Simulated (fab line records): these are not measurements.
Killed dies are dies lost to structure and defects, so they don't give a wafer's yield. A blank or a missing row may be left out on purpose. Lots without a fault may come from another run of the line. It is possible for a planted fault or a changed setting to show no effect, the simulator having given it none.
fab line records | flow n5_finfet
[record] lots = 10 wafers = 29 last_day = 17
route steps=1938 shown BEOL_M4@1111 BEOL_M7@1305 BEOL_M8@1333 PASSIVATION@1936
lots that met no fault: from a run of the same line without faults
start_h: hours from the record's first day to the start of the lot's first wafer shown | wait_h: time in hours since the lot's previous step | " repeats the value in the row above | L1.1+2: a row that stands for several wafers | - no value, or no start given | * or withheld: withheld | < > ~ a bound
route shown NAME@n: names a module that has steps shown in the file, with the first one's number in the route | usual: mean and standard deviation over wafers with no fault | same: alike in all rows | chamber/n: place in a boat | sites: the reading at each site | _std_site: their standard deviation | _edge_site: inner sites' mean taken away from outer sites' mean | radius_mm: how far each site lies from the wafer's centre | mask NAME#n: copy n | behind: the most recent tool/chamber to have shaped the wafer | hold: the reason the lot was held/the length of the hold in hours/how it ended | device: the n, p or np transistor that did not switch | end of line: the same wafers' tests at the end of the route | where a step has no rows: the recipe by itself | killed: not the wafer's yield, but the dies lost to structure and defects at the first sort | map: per-die view of a wafer (x killed, . not killed, _ where there is no die)
set.NAME: the setting that was run; set.NAME@STEP: the one run at that earlier step | model.NAME: the simulator's own value behind a step, which no gauge read
steps of the route over a sample of lots; a table a step, a row a wafer
services: a tool's chamber out of use, with start hour (start_h, from the record's first day; less than 0 if before it), hours out, and reason
[[steps]]
[step N5_BEOL_M4_RC_MEAS_101]
[usual] DIBL_N = 36.8/2.2 DIBL_P = 37.1/2.8 IOFF_N = 0.17/0.04 IOFF_P = 0.22/0.049 ION_N = 672/16 ION_P = 460/9.2 SS_N = 71.6/0.69 SS_P = 73.5/0.78 VT_N = 249/3.6 VT_P = -250/3.9
// columns lot.wafer tool chamber start_h wait_h DIBL_N[mV/V] DIBL_P[mV/V] IOFF_N[nA/um] IOFF_P[nA/um] ION_N[uA/um] ION_P[uA/um] SS_N[mV/dec] SS_P[mV/dec] VT_N[mV] VT_P[mV]
L825.3 prober-01 0 158.88 0.3 34.6 32.9 0.13 0.15 677 457 71.2 72.6 251 -253
L825.4 " 0 " " 39.5 37.6 0.21 0.21 667 451 72.4 74.0 249 -253
L825.5 " 0 " " 40.4 38.7 0.24 0.22 674 450 72.4 73.6 247 -254
L829.1 prober-01 0 179.49 0.0 38.7 39.2 0.19 0.25 684 468 71.9 74.3 246 -246
L829.2 " 0 " " 37.9 38.7 0.18 0.24 680 468 72.0 73.4 245 -248
L829.6 " 0 " " 39.3 41.2 0.21 0.31 684 468 72.5 74.8 245 -247
L836.1 prober-01 0 226.17 0.0 32.9 31.9 0.10 0.13 647 440 70.6 71.9 260 -257
L836.6 " 0 " " 37.9 39.1 0.19 0.24 674 455 71.9 74.7 247 -251
L838.1 prober-02 0 242.97 0.0 33.8 33.3 0.12 0.21 645 455 70.3 72.8 253 -248
L838.4 " 0 " " 36.5 36.7 0.15 0.27 659 468 71.6 73.7 252 -247
L838.6 " 0 " " 32.0 31.2 0.10 0.18 656 461 70.1 72.2 255 -248
L840.2 prober-01 0 243.33 0.2 38.5 37.9 0.19 0.23 677 463 71.9 73.2 249 -249
L840.5 " 0 " " 36.3 34.9 0.14 0.18 656 455 71.9 72.3 252 -253
L840.6 " 0 " " 38.6 39.1 0.19 0.26 683 467 71.8 73.4 246 -248
L839.1 prober-01 0 254.96 0.0 37.3 36.9 0.17 0.24 691 473 71.6 73.0 249 -243
L839.3 " 0 " " 34.7 34.5 0.13 0.22 666 471 71.1 72.8 249 -247
L839.6 " 0 " " 36.9 37.7 0.17 0.27 687 484 71.4 72.6 248 -244
L841.2 prober-02 0 260.96 0.2 38.9 41.8 0.22 0.27 699 471 72.3 74.2 248 -247
L841.5 " 0 " " 35.0 36.9 0.15 0.19 680 470 71.7 73.0 249 -248
L841.6 " 0 " " 36.6 38.8 0.17 0.22 678 462 72.0 73.4 248 -247
L843.2 prober-02 0 280.17 0.2 34.0 33.7 0.13 0.19 664 458 70.4 73.1 252 -252
L843.3 " 0 " " 36.2 35.2 0.15 0.20 652 452 71.9 73.1 252 -254
L843.5 " 0 " " 34.6 33.4 0.14 0.17 659 455 71.2 73.2 250 -253
L845.1 prober-02 0 286.68 0.0 36.9 38.3 0.19 0.26 668 455 72.0 74.8 249 -247
L845.3 " 0 " " 37.4 38.9 0.20 0.28 671 464 71.7 74.4 246 -244
L845.5 " 0 " " 34.4 35.1 0.15 0.21 664 459 70.9 73.9 248 -247
L847.3 prober-02 0 303.15 0.3 34.2 34.1 0.13 0.16 643 441 72.1 72.9 254 -256
L847.5 " 0 " " 34.4 35.3 0.13 0.18 671 459 71.4 73.7 253 -255
L847.6 " 0 " " 36.8 37.6 0.17 0.21 685 456 72.5 74.1 248 -252
[step N5_BEOL_M7_VIA_ETCH_34]
[recipe] chemistry = C4F6/O2 target = SiCOH_lowk target_depth_a = 1255 mask_material = SOC taper_deg = 4 time_s = 50.5 ion_energy_ev = 250 pressure_mtorr = 30 source_w = 345 bias_w = 185 Ar_flow_sccm = 300 C4F6_flow_sccm = 10 O2_flow_sccm = 10
[usual] drypump_motor_current_A = 5.91/0.28 oes_f_703_au = 0.77/0.073 oes_o_777_au = 0.78/0.07 oes_product_au = 0.76/0.071 rf_vpp_V = 660/27 showerhead_plenum_p_Torr = 2.84/0.07 throttle_valve_pct = 20.86/0.24
// columns lot.wafer tool chamber start_h wait_h drypump_motor_current_A oes_f_703_au oes_o_777_au oes_product_au rf_hours_counter_h rf_vpp_V showerhead_plenum_p_Torr throttle_valve_pct
L825.3 rie_diel-03 2 185.76 0.0 6.06 0.84 0.82 0.80 86 615 2.88 20.88
L825.4 " 3 " " 5.83 0.71 0.73 0.70 225 677 2.89 20.60
L825.5 " 0 " " 5.75 0.77 0.76 0.76 - 667 2.73 20.97
L829.1 rie_diel-02 2 204.65 0.0 5.96 0.78 0.80 0.74 174 638 2.86 20.78
L829.2 " 3 " " 6.12 0.94 0.94 0.91 18 621 2.81 20.69
L829.6 " 1 " " 5.96 0.83 0.81 0.83 - 686 2.99 20.64
L836.1 rie_diel-06 3 256.72 0.0 5.77 0.67 0.68 0.68 238 652 2.82 21.30
L836.6 " 0 " " 5.82 0.75 0.76 0.71 - 666 2.92 20.88
L838.1 rie_diel-06 1 268.90 0.0 6.49 0.78 0.81 0.82 81 692 2.91 20.78
L838.4 " 3 " " 5.80 0.67 0.67 0.67 242 653 2.82 21.29
L838.6 " 1 " " 6.49 0.79 0.80 0.82 - 692 2.91 20.77
L840.2 rie_diel-03 1 272.54 0.0 5.46 0.65 0.66 0.68 234 689 2.82 21.33
L840.5 " 0 " " 5.73 0.74 0.75 0.75 - 665 2.73 21.04
L840.6 " 1 " " 5.46 0.65 0.66 0.68 - 689 2.82 21.36
L839.1 rie_diel-06 2 278.74 0.0 6.03 0.74 0.73 0.70 227 656 2.77 20.79
L839.3 " 1 " " 6.49 0.78 0.80 0.82 84 693 2.91 20.77
L839.6 " 0 " " 5.81 0.74 0.76 0.71 - 667 2.92 20.88
L841.2 rie_diel-03 2 285.26 0.0 6.05 0.81 0.79 0.77 120 617 2.87 20.95
L841.5 " 1 " " 5.48 0.64 0.66 0.67 - 690 2.82 21.35
L841.6 " 0 " " 5.75 0.75 0.74 0.74 - 668 2.72 21.03
L843.2 rie_diel-03 1 304.94 0.0 5.47 0.64 0.66 0.67 245 690 2.81 21.35
L843.3 " 2 " " 6.07 0.80 0.79 0.76 125 614 2.87 20.97
L843.5 " 0 " " 5.75 0.74 0.74 0.75 - 666 2.72 21.03
L845.1 rie_diel-06 2 309.49 0.0 6.03 0.73 0.72 0.69 237 655 2.77 20.79
L845.3 " 0 " " 5.78 0.73 0.75 0.70 213 665 2.91 20.90
L845.5 " 1 " " 6.53 0.77 0.79 0.80 - 692 2.90 20.78
L847.3 rie_diel-03 0 327.62 0.0 5.73 0.73 0.73 0.74 207 667 2.72 21.03
L847.5 " 3 " " 5.80 0.92 0.94 0.93 - 645 2.87 20.20
L847.6 " 2 " " 6.02 0.80 0.79 0.77 - 615 2.86 20.97
[step N5_BEOL_M7_DEGAS_44]
[recipe] ambient = vacuum temp_c = 250 time_s = 60
[usual] heater_power_w = 319/26
// columns lot.wafer tool chamber start_h wait_h heater_power_w
L825.3 pvd_sputter-02 - 186.64 0.3 343
L825.4 " - " " 288
L825.5 " - " " 286
L829.1 pvd_sputter-02 - 205.81 0.7 338
L829.2 " - " " 336
L829.6 " - " " 308
L836.1 pvd_sputter-03 - 257.66 0.3 335
L836.6 " - " " 325
L838.1 pvd_sputter-03 - 269.98 0.5 316
L838.4 " - " " 280
L838.6 " - " " 321
L840.2 pvd_sputter-03 - 273.52 0.2 324
L840.5 " - " " 324
L840.6 " - " " 309
L839.1 pvd_sputter-02 - 281.37 1.5 340
L839.3 " - " " 281
L839.6 " - " " 335
L841.2 pvd_sputter-03 - 287.82 1.9 287
L841.5 " - " " 287
L841.6 " - " " 327
L843.2 pvd_sputter-01 - 306.06 0.6 304
L843.3 " - " " 367
L843.5 " - " " 384
L845.1 pvd_sputter-03 - 310.76 0.8 328
L845.3 " - " " 285
L845.5 " - " " 303
L847.3 pvd_sputter-01 - 330.47 2.2 359
L847.5 " - " " 373
L847.6 " - " " 323
[step N5_BEOL_M7_ECD_50]
[recipe] material = Cu target_thk_a = 3000
// columns lot.wafer tool chamber start_h wait_h
L825.3+4+5 ecd_cu-02 1,0,0 187.54 0.1
L829.1+2+6 ecd_cu-02 1,0,0 206.73 0.1
L836.1+6 ecd_cu-01 1 260.02 0.1
L838.1+4+6 ecd_cu-01 1,0,0 272.36 0.1
L840.2+5+6 ecd_cu-01 0,1,0 275.11 0.1
L839.1+3+6 ecd_cu-01 0 282.08 0.1
L841.2+5+6 ecd_cu-01 0,0,1 288.53 0.1
L843.2+3+5 ecd_cu-02 1,1,0 306.84 0.1
L845.1+3+5 ecd_cu-02 1,1,0 311.76 0.1
L847.3+5+6 ecd_cu-02 1,0,1 331.65 0.1
[step N5_BEOL_M7_CMP_52]
[recipe] stop_on = SiCOH_lowk t_overpolish_s = 6.9 down_force_psi = 1 platen_rpm = 50 clearing_platen_down_force_psi = 1.5 clearing_platen_rpm = 50 post_cmp_clean = cu_alkaline target_thk_nm = 80 clearing_platen_pad_velocity_m_s = 0.99484 pad_velocity_m_s = 0.99484
[usual] clearing_platen_rpm = 49.995/0.024 motor_current_A = 6.1/0.59 pad_life_wafers = 911/530 time_to_endpoint_s = 63/5.2
// columns lot.wafer tool chamber start_h wait_h clearing_platen_rpm motor_current_A pad_life_wafers time_to_endpoint_s
L825.4 cmp-01 1 187.99 0.1 49.981 7.1 1146 71
L825.3 " 0 " " 50.017 6.2 1149 63
L825.5 " 1 " " 49.984 7.2 - 71
L829.2 cmp-01 0 207.12 0.2 50.024 6.0 1320 59
L829.1 " 2 " " 49.989 5.1 1322 67
L829.6 " 1 " " 49.995 7.1 - 67
L836.1 cmp-04 1 260.63 0.3 50.010 6.3 955 73
L836.6 " 0 " " 50.020 6.3 - 66
L838.4 cmp-03 0 272.93 0.1 50.002 6.3 582 69
L838.1 " 3 " " 49.998 5.7 585 59
L838.6 " 0 " " 49.976 6.4 - 69
L840.2 cmp-01 2 275.54 0.2 49.998 5.3 1855 58
L840.5 " 1 " " 50.009 7.2 - 60
L840.6 " 2 " " 50.000 5.3 - 59
L839.3 cmp-04 2 282.51 0.2 49.998 6.6 1135 57
L839.1 " 3 " " 49.979 5.9 1136 63
L839.6 " 1 " " 49.977 6.1 - 74
L841.2 cmp-04 0 289.04 0.3 49.955 6.0 1185 61
L841.5 " 1 " " 50.000 6.3 - 71
L841.6 " 2 " " 50.006 6.7 - 54
L843.2 cmp-04 2 307.33 0.2 49.995 6.6 1272 0
L843.3 " 1 " " 49.979 5.9 1275 7
L843.5 " 3 " " 50.001 5.8 - 4
L845.1 cmp-04 0 312.20 0.3 49.979 6.0 1279 1
L845.3 " 1 " " 49.970 6.8 1280 8
L845.5 " 0 " " 49.994 5.8 - 2
L847.3 cmp-01 0 332.10 0.2 49.998 6.1 212 61
L847.5 " 2 " " 49.962 5.2 - 65
L847.6 " 3 " " 50.000 6.0 - 73
[step N5_BEOL_M8_CURE_74]
[recipe] temp_c = 385 time_s = 240 ambient = He/Ar material = SiCOH_lowk
[usual] lamp_power_pct = 52.31/0.053 wafer_temp_C_max = 386.6/0.64
// columns lot.wafer tool chamber start_h wait_h lamp_power_pct wafer_temp_C_max
L825.3 uv_cure-02 1 188.86 0.4 52.29 385.9
L825.4 " 1 " " 52.28 386.4
L825.5 " 1 " " 52.44 386.5
L829.1 uv_cure-02 2 207.67 0.0 52.26 386.9
L829.2 " 2 " " 52.28 386.6
L829.6 " 2 " " 52.24 386.8
L836.1 uv_cure-01 0 261.41 0.0 52.46 386.7
L836.6 " 0 " " 52.24 386.8
L838.1 uv_cure-01 2 273.57 0.1 52.29 387.5
L838.4 " 2 " " 52.29 387.8
L838.6 " 2 " " 52.29 387.8
L840.2 uv_cure-02 1 276.18 0.2 52.32 385.7
L840.5 " 1 " " 52.39 386.5
L840.6 " 1 " " 52.24 386.1
L839.1 uv_cure-03 2 283.02 0.0 52.28 386.5
L839.3 " 2 " " 52.31 385.9
L839.6 " 2 " " 52.22 385.9
L841.2 uv_cure-03 2 289.55 0.1 52.26 386.1
L841.5 " 2 " " 52.39 386.0
L841.6 " 2 " " 52.25 386.4
L847.3 uv_cure-02 0 332.76 0.2 52.35 386.2
L847.5 " 0 " " 52.30 386.3
L847.6 " 0 " " 52.37 385.7
[step N5_PASSIVATION_PROBE_49]
[usual] defect_limited_yield = 91.1/1.5 killed_at_M0_to_M3 = 35/11 killed_at_M4_up = 13/5.7 killed_at_contacts = 12/5.7 killed_at_front_end = 40/11 killed_at_other = 4/4.4 killed_dies = 105/18 killed_on_rim = 14/3.9 killed_open = 68/14 killed_short = 34/7.4 sort_bin_5_function = 5.2/1 sort_bin_6_memory = 3.3/0.67 sort_bin_8_speed = 0.04/0.29 sort_n_pass = 1074/18 sort_yield_pct = 91.0/1.5
[same] gross_dies = 1180 killed_at_back_side = 0 sort_bin_4_leakage[%] = 0
// columns lot.wafer tool chamber start_h wait_h defect_limited_yield[%] killed_at_M0_to_M3 killed_at_M4_up killed_at_contacts killed_at_front_end killed_at_other killed_dies killed_on_rim killed_open killed_short sort_bin_5_function[%] sort_bin_6_memory[%] sort_bin_8_speed[%] sort_n_pass sort_yield_pct[%]
L836.1 prober-02 - 332.75 0.0 94.9 16 9 3 27 5 60 11 38 22 2.7 2.2 0.08 1119 94.8
L836.6 prober-02 - 333.00 0.3 94.2 11 15 12 30 1 69 9 46 22 3.1 2.6 0 1111 94.2
L840.5 prober-02 - 345.76 0.2 92.1 27 12 12 41 1 93 7 56 37 4.6 3.0 0 1087 92.1
L839.1 prober-02 - 356.17 0.0 90.5 34 17 10 50 1 112 15 76 34 6.4 2.8 0 1068 90.5
L839.3 prober-02 - 356.27 0.1 89.8 51 17 6 43 3 120 11 75 42 5.6 4.2 0 1060 89.8
L839.6 prober-02 - 356.42 0.3 91.3 41 7 15 34 6 103 17 66 37 4.9 3.2 0 1077 91.3
L841.2 prober-02 - 367.64 0.1 90.4 25 16 11 55 6 113 12 70 34 5.8 2.7 0 1067 90.4
L841.5 prober-02 - 367.79 0.2 89.6 34 13 9 67 0 123 17 73 41 5.4 3.9 0 1057 89.6
L841.6 prober-02 - 367.84 0.3 92.3 27 10 22 32 0 91 12 57 34 4.2 3.1 0 1089 92.3
L843.2 prober-01 - 383.15 0.1 0 24 1091 29 35 1 1180 152 75 31 96.4 3.4 0 0 0
L843.3 prober-01 - 383.20 0.1 0 23 1111 9 36 1 1180 152 53 30 96.1 3.4 0 0 0
L843.5 prober-01 - 383.30 0.2 0 21 1104 9 44 2 1180 152 53 32 96.4 3.1 0 0 0
L845.1 prober-01 - 390.74 0.0 0 54 1060 9 52 5 1180 152 87 40 96.4 3.0 0 0 0
L845.3 prober-01 - 390.84 0.1 0 75 1023 22 59 1 1180 152 122 44 94.1 5.8 0 0 0
L845.5 prober-01 - 390.94 0.2 0 34 1092 17 37 0 1180 152 64 33 96.4 3.1 0 0 0
// killed by level:class
L836.1 BEOL_M1:geometric_particle:open=8 FIN_SAQP:geometric_particle:short=7 FIN_SAQP:geometric_particle:open=5 BEOL_M4:geometric_particle:open=4 BEOL_M0_SAQP:geometric_particle:short=3 BEOL_M0_SAQP:geometric_particle:open=3 STARTING-WAFER:geometric_particle:open=3 STI_FIN_REVEAL:geometric_particle:open=2
L836.6 MOL_CONTACT_COAG:geometric_particle:open=10 BEOL_M4:geometric_particle:open=9 STI_FIN_REVEAL:geometric_particle:open=8 FIN_SAQP:geometric_particle:short=7 BEOL_M0_SAQP:geometric_particle:open=4 FIN_SAQP:geometric_particle:open=3 STI_FIN_REVEAL:geometric_particle:short=3 BEOL_M2:geometric_particle:open=3
L840.5 FIN_SAQP:geometric_particle:short=12 MOL_CONTACT_COAG:geometric_particle:open=10 BEOL_M0_SAQP:geometric_particle:open=8 GATE_CUT:geometric_particle:open=7 STI_FIN_REVEAL:geometric_particle:open=5 GATE_CUT:geometric_particle:short=5 BEOL_M0_SAQP:geometric_particle:short=5 BEOL_M2:geometric_particle:open=5
L839.1 FIN_SAQP:geometric_particle:open=13 MOL_CONTACT_COAG:geometric_particle:open=9 FIN_SAQP:geometric_particle:short=8 STI_FIN_REVEAL:geometric_particle:open=8 BEOL_M3:geometric_particle:open=7 BEOL_M4:geometric_particle:open=7 ILD0:geometric_particle:short=6 BEOL_M0_SAQP:geometric_particle:short=6
L839.3 BEOL_M0_SAQP:geometric_particle:short=13 BEOL_M0_SAQP:geometric_particle:open=12 FIN_SAQP:geometric_particle:open=10 BEOL_M1:geometric_particle:open=10 BEOL_M4:geometric_particle:open=10 GATE_CUT:geometric_particle:short=9 BEOL_M2:geometric_particle:open=7 DUMMY_GATE:geometric_particle:open=6
L839.6 FIN_SAQP:geometric_particle:open=19 MOL_CONTACT_COAG:geometric_particle:open=11 BEOL_M3:geometric_particle:open=10 BEOL_M0_SAQP:geometric_particle:short=7 BEOL_M2:geometric_particle:open=7 BEOL_M0_SAQP:geometric_particle:open=6 FIN_SAQP:geometric_particle:short=5 BEOL_M0:geometric_particle:open=5
L841.2 FIN_SAQP:geometric_particle:open=13 BEOL_M4:geometric_particle:open=11 HKMG_FIN:area_etch=9 FIN_SAQP:geometric_particle:short=8 MOL_CONTACT_COAG:geometric_particle:open=8 BEOL_M1:geometric_particle:open=7 STI_FIN_REVEAL:geometric_particle:open=5 ILD0:geometric_particle:open=5
L841.5 FIN_SAQP:geometric_particle:short=14 BEOL_M1:geometric_particle:open=13 FIN_SAQP:geometric_particle:open=12 HKMG_FIN:area_etch=9 GATE_CUT:geometric_particle:short=8 STI_FIN_REVEAL:geometric_particle:open=7 MOL_CONTACT_COAG:geometric_particle:open=7 BEOL_M4:geometric_particle:open=7
L841.6 FIN_SAQP:geometric_particle:short=18 MOL_CONTACT_COAG:geometric_particle:open=17 BEOL_M1:geometric_particle:open=8 FIN_SAQP:geometric_particle:open=7 BEOL_M0_SAQP:geometric_particle:open=6 MOL_CONTACT_COAG:geometric_particle:short=5 BEOL_M0_SAQP:geometric_particle:short=4 BEOL_M4:geometric_particle:open=4
L843.2 BEOL_M7:area_ecd=1072 MOL_CONTACT_COAG:geometric_particle:open=22 BEOL_M4:geometric_particle:open=10 FIN_SAQP:geometric_particle:short=7 FIN_SAQP:geometric_particle:open=7 MOL_CONTACT_COAG:geometric_particle:short=7 ILD0:geometric_particle:open=6 BEOL_M0_SAQP:geometric_particle:short=6
L843.3 BEOL_M7:area_ecd=1095 BEOL_M0_SAQP:geometric_particle:open=8 FIN_SAQP:geometric_particle:open=7 FIN_SAQP:geometric_particle:short=7 MOL_CONTACT_COAG:geometric_particle:open=7 BEOL_M2:geometric_particle:open=7 STARTING-WAFER:geometric_particle:open=6 GATE_CUT:geometric_particle:short=4
L843.5 BEOL_M7:area_ecd=1095 FIN_SAQP:geometric_particle:short=8 FIN_SAQP:geometric_particle:open=7 STI_FIN_REVEAL:geometric_particle:open=7 MOL_CONTACT_COAG:geometric_particle:open=7 BEOL_M2:geometric_particle:open=5 BEOL_M0_SAQP:geometric_particle:short=5 BEOL_M4:geometric_particle:open=5
L845.1 BEOL_M7:area_ecd=1050 BEOL_M0_SAQP:geometric_particle:open=19 BEOL_M0_SAQP:geometric_particle:short=14 FIN_SAQP:geometric_particle:short=11 STI_FIN_REVEAL:geometric_particle:open=9 MOL_CONTACT_COAG:geometric_particle:open=9 BEOL_M2:geometric_particle:open=7 FIN_SAQP:geometric_particle:open=6
L845.3 BEOL_M7:area_ecd=1013 BEOL_M0_SAQP:geometric_particle:open=27 MOL_CONTACT_COAG:geometric_particle:open=19 STI_FIN_REVEAL:geometric_particle:open=14 FIN_SAQP:geometric_particle:short=13 BEOL_M0_SAQP:geometric_particle:short=13 BEOL_M1:geometric_particle:open=13 DUMMY_GATE:geometric_particle:open=9
L845.5 BEOL_M7:area_ecd=1081 BEOL_M1:geometric_particle:open=11 FIN_SAQP:geometric_particle:short=9 MOL_CONTACT_COAG:geometric_particle:open=9 MOL_CONTACT_COAG:geometric_particle:short=8 STI_FIN_REVEAL:geometric_particle:open=7 BEOL_M3:geometric_particle:open=6 BEOL_M0_SAQP:geometric_particle:short=5
[[services]]
// columns tool chamber start_h hours kind
pvd_sputter-02 - 177.09 4.0 repair
uv_cure-03 - 190.66 8.8 repair
cmp-04 - 205.68 3.3 repair
uv_cure-02 - 209.39 2.8 pm
uv_cure-01 - 211.51 7.5 pm
ecd_cu-02 - 215.58 2.2 repair
rie_diel-03 - 220.73 0.9 repair
cmp-01 - 229.82 3.5 repair
cmp-04 - 231.46 1.4 repair
uv_cure-02 - 236.62 2.6 repair
rie_diel-03 0 237.94 16.9 repair
uv_cure-03 - 240.20 2.1 pm
uv_cure-01 - 245.37 5.4 repair
cmp-01 - 255.89 0.7 repair
uv_cure-03 - 270.87 6.0 pm
ecd_cu-02 - 272.62 4.4 pm
cmp-04 - 293.85 7.3 pm
cmp-01 - 300.42 4.0 pm
ecd_cu-01 - 305.05 3.3 repair
cmp-04 - 306.09 0.8 repair
cmp-04 - 307.92 2.7 repair
uv_cure-02 - 310.58 0.2 repair
cmp-01 - 316.25 4.7 pm
ecd_cu-02 - 322.89 4.8 repair
[[key]]
[first_sign] step = N5_BEOL_M7_CMP_52 reading = time_to_endpoint_s direction = down sigmas = 11 usual = * struck = *
[effect] step = N5_PASSIVATION_PROBE_49 reading = killed_at_M4_up direction = up sigmas = 99+ usual = 13 struck = 1080
[more_kills_born_at] N5_BEOL_M7_ECD_50@ecd_cu-02 = 6406
met_at N5_BEOL_M7_ECD_50
struck_lots L843,L845
later_rows_left_out L843.2,L843.3,L843.5,L845.1,L845.3,L845.5
not_acting_at N5_BEOL_M7_VIA_ETCH_34,N5_BEOL_M7_DEGAS_44,N5_BEOL_M8_CURE_74
onset_between 206.73 306.84
also_fits N5_BEOL_M7_CMP_52:cmp-04
[fault] kind = skipped_step_whole tool = ecd_cu-02 chamber = - onset_h = 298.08 steps = N5_BEOL_M7_ECD_50 scope = struck_lots_only
// later_rows_left_out: the simulator's readings of these wafers behind a module that went badly wrong aren't trusted and aren't shown, but for the sort
